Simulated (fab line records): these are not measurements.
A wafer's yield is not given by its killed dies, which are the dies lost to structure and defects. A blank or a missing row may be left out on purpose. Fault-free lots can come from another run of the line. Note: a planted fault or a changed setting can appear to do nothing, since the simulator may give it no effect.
fab line records -- flow n5_finfet
record: lots: 4, wafers: 12, last_day: 17
route steps=1938 shown BEOL_M4@1099 BEOL_M5@1112 BEOL_M15@1795 PASSIVATION@1936
lots untouched by any fault: they come from a run of this same line in which no faults occurred
start_h: hours from the record's first day to the start of the lot's first wafer shown -- wait_h: hours from the lot's prior step to this one -- " identical to the entry in the row above -- L1.1+2: a row that stands for several wafers -- - no value present, or no start provided -- * or withheld: withheld -- < > ~ a bound
route shown NAME@n: names a module that has steps shown in the file, with the first one's number in the route -- usual: the fault-free wafers' mean and standard deviation -- same: alike in all rows -- chamber/n: place in a boat -- sites: each site's reading -- _std_site: their standard deviation -- _edge_site: the outer-site mean with the inner-site mean subtracted -- radius_mm: how far each site lies from the wafer's centre -- mask NAME#n: copy n -- behind: tool/chamber where the wafer was last shaped -- hold: reason for holding the lot/hours on hold/outcome of the hold -- device: the n, p or np transistor that did not switch -- end of line: the route-end tests of the same wafers -- step lacking rows: just its recipe -- killed: at the first sort, the dies lost to defects and structure; wafer yield is something else -- map: dies across one wafer; x = killed, . = not, _ = none there
set.NAME: the setting as run; set.NAME@STEP: as run at that earlier step -- model.NAME: the simulator's own value behind a step, which no gauge read
lots at selected steps of the route; one table per step, one row per wafer
== steps ==
step: N5_BEOL_M4_ANNEAL_95
recipe: temp_c: 400, time_s: 240, ambient: vacuum
step: N5_BEOL_M4_SPUTTER_96
recipe: material: Cu, target_thk_a: 45, temp_c: -20, chamber_pressure_pa: 0.07, power_w: withheld, time_s: 8.29
step: N5_BEOL_M4_ECD_50
recipe: material: Cu, target_thk_a: 3000
step: N5_BEOL_M4_ANNEAL_51
recipe: temp_c: 225, time_s: 90, ambient: N2
step: N5_BEOL_M4_CMP_52
recipe: stop_on: SiOC, t_overpolish_s: 6.8, down_force_psi: 1, platen_rpm: 50, clearing_platen_down_force_psi: 1.5, clearing_platen_rpm: 50, post_cmp_clean: cu_alkaline, target_thk_nm: 40, clearing_platen_pad_velocity_m_s: 0.99484, pad_velocity_m_s: 0.99484
step: N5_BEOL_M4_PRE_CLEAN_60
recipe: gas: NH3/H2, time_s: 15, temp_c: *, rf_power_w: 300
step: N5_BEOL_M4_CO_CAP_55
recipe: material: Co, target_thk_a: 20, temp_c: 200, precursor: CCTBA/H2, pressure_torr: 30, time_s: 102.1
step: N5_BEOL_M4_PRE_CLEAN_56
recipe: gas: NH3, time_s: 15, temp_c: withheld, rf_power_w: 300
step: N5_BEOL_M4_DEP_57
recipe: material: SiCN, target_thk_a: 80, temp_c: withheld, precursor: 3MS/NH3, pressure_torr: 3, rf_w: 202, time_s: 14
step: N5_BEOL_M4_RC_MEAS_101
usual: DIBL_N: 36.0/2.2, DIBL_P: 35.9/2.6, IOFF_N: 0.16/0.038, IOFF_P: 0.21/0.042, ION_N: 675/15, ION_P: 463/10, SS_N: 71.5/0.62, SS_P: 73.2/0.76, VT_N: 250/4.1, VT_P: -251/3.6
lot.wafer,tool,chamber,start_h,wait_h,DIBL_N[mV/V],DIBL_P[mV/V],IOFF_N[nA/um],IOFF_P[nA/um],ION_N[uA/um],ION_P[uA/um],SS_N[mV/dec],SS_P[mV/dec],VT_N[mV],VT_P[mV]
L652.2,prober-02,0,253.82,0.2,37.5,36.4,0.17,0.21,690,475,71.8,73.3,250,-251
L652.3,prober-02,0,253.82,0.2,37.1,36.4,0.16,0.20,676,464,72.0,73.1,251,-249
L652.6,prober-02,0,253.82,0.2,37.3,36.6,0.17,0.21,687,467,71.5,73.7,249,-247
L655.1,prober-01,0,262.09,0.0,34.9,36.9,0.16,0.23,678,471,70.9,73.9,248,-248
L655.2,prober-01,0,262.09,0.0,36.0,37.1,0.17,0.23,681,461,71.4,73.7,244,-248
L655.4,prober-01,0,262.09,0.0,37.8,40.2,0.24,0.28,723,484,72.0,74.1,239,-247
L654.1,prober-01,0,264.37,0.1,30.7,29.6,0.08,0.11,656,448,70.8,72.5,261,-261
L654.3,prober-01,0,264.37,0.1,39.7,39.5,0.23,0.24,674,456,73.9,74.6,245,-251
L654.5,prober-01,0,264.37,0.1,34.3,33.5,0.12,0.15,661,443,71.7,72.7,254,-259
L662.3,prober-02,0,306.66,0.3,34.1,34.9,0.15,0.21,684,474,71.1,73.1,247,-249
L662.4,prober-02,0,306.66,0.3,32.8,30.7,0.12,0.16,666,459,71.3,71.2,251,-253
L662.5,prober-02,0,306.66,0.3,36.8,37.0,0.20,0.25,690,472,71.9,73.3,244,-245
step: N5_BEOL_M5_ILD_DEP_00
recipe: material: SiCOH_lowk, target_thk_a: 1406.4, temp_c: 300, precursor: DEMS/porogen, pressure_torr: 5, rf_w: 500, time_s: 25.9
step: N5_BEOL_M5_CURE_79
recipe: temp_c: 385, time_s: 240, ambient: He/Ar, material: SiCOH_lowk
step: N5_BEOL_M5_PECVD_70
recipe: material: SiO2, target_thk_a: 160, temp_c: 400, precursor: TEOS/O2, pressure_torr: 5.5, rf_w: 450, teos_flow_sccm: 53.8, gas: O2, flow_sccm: 3000, time_s: 18
step: N5_BEOL_M5_HM_DEP_02
recipe: material: TiN, target_thk_a: 200, temp_c: 25, chamber_pressure_pa: 0.49996
step: N5_BEOL_M5_COAT_59
recipe: resist: SOC, temp_c: 250, time_s: 60, spin_rpm: 1500, resist_thk_nm: 60
step: N5_BEOL_M5_COAT_60
recipe: resist: SiARC, temp_c: 220, time_s: 60, spin_rpm: 1500, resist_thk_nm: 12
step: N5_BEOL_M5_COAT_71
recipe: resist: underlayer, temp_c: 205, time_s: 60, spin_rpm: 1500, resist_thk_nm: 5
step: N5_BEOL_M5_COAT_05
recipe: resist: CAR-EUV, spin_rpm: 1500, resist_thk_nm: 30
step: N5_BEOL_M5_EBR_07
recipe: solvent: PGMEA, ebr_width_mm: 1.5
step: N5_BEOL_M5_SOFTBAKE_06
recipe: temp_c: 110, time_s: 60, resist: CAR-EUV
step: N5_BEOL_M5_EXPOSE_08
recipe: mask_id: M5, na: 0.33, source_shape: annular, sigma_inner: 0.4, sigma_outer: 0.8, polarization: unpolarized, target_cd_nm: 28, dose_mj: 35.75
step: N5_BEOL_M5_PEB_09
recipe: peb_temp_c: 100, peb_time_s: 60, resist: CAR-EUV
step: N5_BEOL_M5_DEVELOP_10
recipe: develop_time_s: 30, developer: TMAH, resist: CAR-EUV, rinse_liquid: surfactant_rinse, dry: air_spin, dev_temp_c: 23
step: N5_BEOL_M5_DESCUM_16
recipe: chemistry: O2, time_s: 7, source_power_w: 50, bias_power_w: 20, pressure_mtorr: 20, rf_frequency_hz: 2.712e+07, temp_c: 40, resist: CAR-EUV, o2_flow_sccm: 225
step: N5_BEOL_M5_ETCH_72
recipe: chemistry: N2/H2, target: underlayer, target_depth_a: 65, mask_material: CAR-EUV, time_s: 5.2, ion_energy_ev: 200, pressure_mtorr: 30, source_w: 840, bias_w: 150, n2_flow_sccm: 200, h2_flow_sccm: 200, ends: cleared
step: N5_BEOL_M5_ETCH_61
recipe: chemistry: CF4, target: SiARC, target_depth_a: 156, mask_material: CAR-EUV, time_s: 26, ion_energy_ev: 80, pressure_mtorr: 40, source_w: 545, bias_w: 36, Ar_flow_sccm: 100, cf4_flow_sccm: 100, ends: cleared
step: N5_BEOL_M5_ETCH_62
recipe: chemistry: N2/H2, target: SOC, target_depth_a: 750, overetch_a: 150, mask_material: SiARC, temp_c: 40, time_s: 112.5, ion_energy_ev: 200, pressure_mtorr: 30, source_w: 840, bias_w: 150, n2_flow_sccm: 200, h2_flow_sccm: 200
step: N5_BEOL_M5_STRIP_63
recipe: chemistry: N2/H2, temp_c: 40, n2_flow_sccm: 200, h2_flow_sccm: 200, rf_frequency_hz: 6e+07
step: N5_BEOL_M5_STRIP_73
recipe: chemistry: N2/H2, temp_c: 40, n2_flow_sccm: 200, h2_flow_sccm: 200, rf_frequency_hz: 6e+07
step: N5_BEOL_M5_STRIP_64
recipe: chemistry: CF4, resist: SiARC, power_w: 300, bias_power_w: 75, pressure_mtorr: 50, cf4_flow_sccm: 150, rf_frequency_hz: 6e+07
step: N5_BEOL_M5_HM_OPEN_17
recipe: chemistry: Cl2/BCl3, target_depth_a: 200, overetch_a: 60, target: TiN, mask_material: SOC, ion_energy_ev: 150, pressure_mtorr: 10, icp_w: 1000, bias_w: 126, Cl2_flow_sccm: 53.25, bcl3_flow_sccm: 21.75, Ar_flow_sccm: 25
step: N5_BEOL_M5_STRIP_19
recipe: chemistry: O2, power_w: 400, temp_c: 40, pressure_mtorr: 30, rf_frequency_hz: 6e+07, bias_power_w: 0, overash_fraction: 0.2, o2_flow_sccm: 225
step: N5_BEOL_M5_COAT_65
recipe: resist: SOC, temp_c: 250, time_s: 60, spin_rpm: 1500, resist_thk_nm: 60
step: N5_BEOL_M5_COAT_66
recipe: resist: SiARC, temp_c: 220, time_s: 60, spin_rpm: 1500, resist_thk_nm: 12
step: N5_BEOL_M15_ETCH_57
recipe: chemistry: N2/H2, target: SOC, source_w: 3000, bias_w: 350, time_s: 750, ion_energy_ev: 200, pressure_mtorr: 30, n2_flow_sccm: 200, h2_flow_sccm: 200
usual: bias_w: 350.0/0.96, chamber_pressure_mTorr: 30.001/0.026, drypump_motor_current_A: 5.8/0.5, oes_product_au: 0.77/0.07, rf_vpp_V: 523.2/1.8, showerhead_plenum_p_Torr: 2.52/0.055, throttle_valve_pct: 17.76/0.27
lot.wafer,tool,chamber,start_h,wait_h,bias_w,chamber_pressure_mTorr,drypump_motor_current_A,oes_product_au,rf_hours_counter_h,rf_vpp_V,showerhead_plenum_p_Torr,throttle_valve_pct
L652.2,rie_diel-02,3,340.88,-,-,-,-,-,-,-,-,-
L652.3,rie_diel-02,0,340.88,-,-,-,-,-,-,-,-,-
L652.6,rie_diel-02,3,340.88,-,-,-,-,-,-,-,-,-
L655.1,rie_diel-02,2,347.31,-,348.7,29.998,6.4,0.68,212,522.6,2.50,17.88
L655.2,rie_diel-02,1,347.31,-,349.5,30.029,5.7,0.75,140,522.0,2.44,17.81
L655.4,rie_diel-02,0,347.31,-,350.9,30.010,5.4,0.82,98,520.4,2.49,17.48
L654.1,rie_diel-02,2,352.26,-,-,-,-,-,-,-,-,-
L654.3,rie_diel-02,1,352.26,-,-,-,-,-,-,-,-,-
L654.5,rie_diel-02,1,352.26,-,-,-,-,-,-,-,-,-
L662.3,rie_diel-02,3,384.06,-,351.0,30.040,5.4,0.70,225,523.5,2.54,18.28
L662.4,rie_diel-02,3,384.06,-,351.2,29.968,5.4,0.71,-,523.5,2.54,18.29
L662.5,rie_diel-02,2,384.06,-,348.7,30.015,6.4,0.67,-,523.4,2.50,17.90
step: N5_PASSIVATION_PROBE_49
usual: defect_limited_yield: 91.4/1.6, killed_at_M0_to_M3: 35/10, killed_at_M4_up: 12/4.7, killed_at_contacts: 12/5.8, killed_at_front_end: 38/12, killed_at_other: 4/3.2, killed_dies: 102/18, killed_on_rim: 13/4.2, killed_open: 68/14, killed_short: 32/8, sort_bin_5_function: 5.1/0.96, sort_bin_6_memory: 3.2/0.77, sort_n_pass: 1078/20, sort_yield_pct: 91.3/1.7
same: gross_dies: 1180, killed_at_back_side: 0, sort_bin_4_leakage[%]: 0, sort_bin_8_speed[%]: 0
lot.wafer,tool,chamber,start_h,wait_h,defect_limited_yield[%],killed_at_M0_to_M3,killed_at_M4_up,killed_at_contacts,killed_at_front_end,killed_at_other,killed_dies,killed_on_rim,killed_open,killed_short,sort_bin_5_function[%],sort_bin_6_memory[%],sort_n_pass,sort_yield_pct[%]
L652.2,prober-01,-,359.80,0.5,0,41,1091,6,40,2,1180,152,73,33,96.9,2.8,0,0
L652.3,prober-01,-,359.85,0.6,0,43,1080,9,43,5,1180,152,73,34,95.4,4.0,0,0
L652.6,prober-01,-,360.00,0.7,0,37,1090,10,37,6,1180,152,69,32,96.5,3.3,0,0
L654.1,prober-01,-,373.30,0.0,0,41,1077,11,46,5,1180,152,68,49,96.4,3.5,0,0
L654.3,prober-01,-,373.40,0.1,0,31,1082,11,38,18,1180,152,79,25,96.7,3.1,0,0
L654.5,prober-01,-,373.50,0.2,0,36,1091,6,42,5,1180,152,73,28,96.8,3.2,0,0
killed by level:class
L652.2 BEOL_M15:area_etch=1074 FIN_SAQP:geometric_particle:open=15 BEOL_M0_SAQP:geometric_particle:short=15 BEOL_M4:geometric_particle:open=12 BEOL_M0_SAQP:geometric_particle:open=10 STARTING-WAFER:geometric_particle:open=6 BEOL_M1:geometric_particle:open=6 FIN_SAQP:geometric_particle:short=5
L652.3 BEOL_M15:area_etch=1073 BEOL_M0_SAQP:geometric_particle:open=19 BEOL_M0_SAQP:geometric_particle:short=16 FIN_SAQP:geometric_particle:open=9 MOL_CONTACT_COAG:geometric_particle:open=9 STI_FIN_REVEAL:geometric_particle:open=7 DUMMY_GATE:geometric_particle:open=6 GATE_CUT:geometric_particle:short=4
L652.6 BEOL_M15:area_etch=1079 STI_FIN_REVEAL:geometric_particle:open=14 BEOL_M0_SAQP:geometric_particle:open=10 MOL_CONTACT_COAG:geometric_particle:open=7 BEOL_M0_SAQP:geometric_particle:short=7 DUMMY_GATE:geometric_particle:open=5 BEOL_M1:geometric_particle:open=5 BEOL_M3:geometric_particle:open=5
L654.1 BEOL_M15:area_etch=1063 BEOL_M0_SAQP:geometric_particle:short=12 FIN_SAQP:geometric_particle:open=9 MOL_CONTACT_COAG:geometric_particle:open=9 STI_FIN_REVEAL:geometric_particle:open=7 BEOL_M0_SAQP:geometric_particle:open=6 BEOL_M2:geometric_particle:open=6 FIN_SAQP:geometric_particle:short=5
L654.3 BEOL_M15:area_etch=1076 FIN_SAQP:geometric_particle:open=13 BEOL_M2:geometric_particle:open=10 STI_FIN_REVEAL:geometric_particle:open=9 MOL_CONTACT_COAG:geometric_particle:open=9 BEOL_M3:geometric_particle:open=9 MIM_BOT:geometric_particle:open=8 STARTING-WAFER:geometric_particle:open=5
L654.5 BEOL_M15:area_etch=1079 STI_FIN_REVEAL:geometric_particle:open=12 FIN_SAQP:geometric_particle:open=10 BEOL_M3:geometric_particle:open=10 BEOL_M0_SAQP:geometric_particle:short=7 BEOL_M0_SAQP:geometric_particle:open=7 MOL_CONTACT_COAG:geometric_particle:open=5 BEOL_M2:geometric_particle:open=5
map L652.2 (x killed, . not)
_________________xxxxxxxxxxxx________________
______________xxxxxxxxxxxxxxxxxx_____________
___________xxxxxxxxxxxxxxxxxxxxxxxx__________
__________xxxxxxxxxxxxxxxxxxxxxxxxxx_________
________xxxxxxxxxxxxxxxxxxxxxxxxxxxxxx_______
_______xxxxxxxxxxxxxxxxxxxxxxxxxxxxxxxx______
______xxxxxxxxxxxxxxxxxxxxxxxxxxxxxxxxxx_____
_____xxxxxxxxxxxxxxxxxxxxxxxxxxxxxxxxxxxx____
____xxxxxxxxxxxxxxxxxxxxxxxxxxxxxxxxxxxxxx___
___xxxxxxxxxxxxxxxxxxxxxxxxxxxxxxxxxxxxxxxx__
___xxxxxxxxxxxxxxxxxxxxxxxxxxxxxxxxxxxxxxxx__
__xxxxxxxxxxxxxxxxxxxxxxxxxxxxxxxxxxxxxxxxxx_
__xxxxxxxxxxxxxxxxxxxxxxxxxxxxxxxxxxxxxxxxxx_
_xxxxxxxxxxxxxxxxxxxxxxxxxxxxxxxxxxxxxxxxxxxx
_xxxxxxxxxxxxxxxxxxxxxxxxxxxxxxxxxxxxxxxxxxxx
_xxxxxxxxxxxxxxxxxxxxxxxxxxxxxxxxxxxxxxxxxxxx
_xxxxxxxxxxxxxxxxxxxxxxxxxxxxxxxxxxxxxxxxxxxx
_xxxxxxxxxxxxxxxxxxxxxxxxxxxxxxxxxxxxxxxxxxxx
_xxxxxxxxxxxxxxxxxxxxxxxxxxxxxxxxxxxxxxxxxxxx
_xxxxxxxxxxxxxxxxxxxxxxxxxxxxxxxxxxxxxxxxxxxx
_xxxxxxxxxxxxxxxxxxxxxxxxxxxxxxxxxxxxxxxxxxxx
__xxxxxxxxxxxxxxxxxxxxxxxxxxxxxxxxxxxxxxxxxx_
__xxxxxxxxxxxxxxxxxxxxxxxxxxxxxxxxxxxxxxxxxx_
___xxxxxxxxxxxxxxxxxxxxxxxxxxxxxxxxxxxxxxxx__
___xxxxxxxxxxxxxxxxxxxxxxxxxxxxxxxxxxxxxxxx__
____xxxxxxxxxxxxxxxxxxxxxxxxxxxxxxxxxxxxxx___
_____xxxxxxxxxxxxxxxxxxxxxxxxxxxxxxxxxxxx____
______xxxxxxxxxxxxxxxxxxxxxxxxxxxxxxxxxx_____
_______xxxxxxxxxxxxxxxxxxxxxxxxxxxxxxxx______
________xxxxxxxxxxxxxxxxxxxxxxxxxxxxxx_______
__________xxxxxxxxxxxxxxxxxxxxxxxxxx_________
___________xxxxxxxxxxxxxxxxxxxxxxxx__________
______________xxxxxxxxxxxxxxxxxx_____________
_________________xxxxxxxxxxxx________________
map L654.1 (x killed, . not)
_________________xxxxxxxxxxxx________________
______________xxxxxxxxxxxxxxxxxx_____________
___________xxxxxxxxxxxxxxxxxxxxxxxx__________
__________xxxxxxxxxxxxxxxxxxxxxxxxxx_________
________xxxxxxxxxxxxxxxxxxxxxxxxxxxxxx_______
_______xxxxxxxxxxxxxxxxxxxxxxxxxxxxxxxx______
______xxxxxxxxxxxxxxxxxxxxxxxxxxxxxxxxxx_____
_____xxxxxxxxxxxxxxxxxxxxxxxxxxxxxxxxxxxx____
____xxxxxxxxxxxxxxxxxxxxxxxxxxxxxxxxxxxxxx___
___xxxxxxxxxxxxxxxxxxxxxxxxxxxxxxxxxxxxxxxx__
___xxxxxxxxxxxxxxxxxxxxxxxxxxxxxxxxxxxxxxxx__
__xxxxxxxxxxxxxxxxxxxxxxxxxxxxxxxxxxxxxxxxxx_
__xxxxxxxxxxxxxxxxxxxxxxxxxxxxxxxxxxxxxxxxxx_
_xxxxxxxxxxxxxxxxxxxxxxxxxxxxxxxxxxxxxxxxxxxx
_xxxxxxxxxxxxxxxxxxxxxxxxxxxxxxxxxxxxxxxxxxxx
_xxxxxxxxxxxxxxxxxxxxxxxxxxxxxxxxxxxxxxxxxxxx
_xxxxxxxxxxxxxxxxxxxxxxxxxxxxxxxxxxxxxxxxxxxx
_xxxxxxxxxxxxxxxxxxxxxxxxxxxxxxxxxxxxxxxxxxxx
_xxxxxxxxxxxxxxxxxxxxxxxxxxxxxxxxxxxxxxxxxxxx
_xxxxxxxxxxxxxxxxxxxxxxxxxxxxxxxxxxxxxxxxxxxx
_xxxxxxxxxxxxxxxxxxxxxxxxxxxxxxxxxxxxxxxxxxxx
__xxxxxxxxxxxxxxxxxxxxxxxxxxxxxxxxxxxxxxxxxx_
__xxxxxxxxxxxxxxxxxxxxxxxxxxxxxxxxxxxxxxxxxx_
___xxxxxxxxxxxxxxxxxxxxxxxxxxxxxxxxxxxxxxxx__
___xxxxxxxxxxxxxxxxxxxxxxxxxxxxxxxxxxxxxxxx__
____xxxxxxxxxxxxxxxxxxxxxxxxxxxxxxxxxxxxxx___
_____xxxxxxxxxxxxxxxxxxxxxxxxxxxxxxxxxxxx____
______xxxxxxxxxxxxxxxxxxxxxxxxxxxxxxxxxx_____
_______xxxxxxxxxxxxxxxxxxxxxxxxxxxxxxxx______
________xxxxxxxxxxxxxxxxxxxxxxxxxxxxxx_______
__________xxxxxxxxxxxxxxxxxxxxxxxxxx_________
___________xxxxxxxxxxxxxxxxxxxxxxxx__________
______________xxxxxxxxxxxxxxxxxx_____________
_________________xxxxxxxxxxxx________________
== key ==
first_sign: step: N5_BEOL_M15_ETCH_57, reading: tool_record, direction: missing
effect: step: N5_PASSIVATION_PROBE_49, reading: killed_at_M4_up, direction: up, sigmas: 99+, usual: 12, struck: 1085
more_kills_born_at: N5_BEOL_M15_ETCH_57@rie_diel-02: 6444
met_at N5_BEOL_M15_ETCH_57
struck_wafers L652.2,L652.3,L652.6,L654.1,L654.3,L654.5
later_rows_left_out L652.2,L652.3,L652.6,L654.1,L654.3,L654.5
fault: kind: skipped_step_whole, tool: rie_diel-02, chamber: -, onset_h: 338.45, steps: N5_BEOL_M15_ETCH_57, scope: struck_lots_only
later_rows_left_out: the simulator's readings of these wafers behind a module that went badly wrong aren't trusted and aren't shown, but for the sort
